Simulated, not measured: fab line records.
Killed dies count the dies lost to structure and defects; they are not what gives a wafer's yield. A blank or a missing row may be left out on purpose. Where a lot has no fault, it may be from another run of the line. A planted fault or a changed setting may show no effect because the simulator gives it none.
Matching of chambers ; flow nand_harc ; NHARC_A_STAIRCASE_TRIM_229 on rie_diel-10 has 4 sister chambers
The step chemistry O2, time 211.2 s. 4 wafers are shown with their chamber, then 8 later ones without.

== EACH WAFER AND ITS CHAMBER ==
wafer;chamber;drypump_motor_current_A (A)
L219.2;0;5.6
L219.4;2;5.3
L223.2;3;5.0
L223.3;1;5.9

== WAFERS MISSING THEIR CHAMBER ==
wafer;drypump_motor_current_A (A)
L223.5;5.0
L224.2;5.9
L224.3;5.6
L224.5;5.8
L227.1;5.6
L227.3;5.0
L229.1;5.9
L229.4;5.0

== EACH ONE'S CHAMBER ==
wafer;from the rows above;in truth
L223.5;3;3
L224.2;1;1
L224.3;0;0
L224.5;1;1
L227.1;0;0
L227.3;3;3
L229.1;1;1
L229.4;3;3
Correctly placed: 8 of 8. Left unplaced by these rows: 0. Placed wrongly: 0.
How it was worked out, from the rows above alone: a wafer's distance from a chamber is the root of the sum, over the readings, of the square of ((its reading less the chamber's mean) divided by the reading's scatter). The wafer belongs to the nearest chamber; if the next one is less than 2 further off, it can't be placed. Each chamber's mean is taken over the wafers shown for it. The scatter (one wafer shown for each chamber): square how far every hidden wafer sits from the nearest shown wafer, average those squares and take the square root.
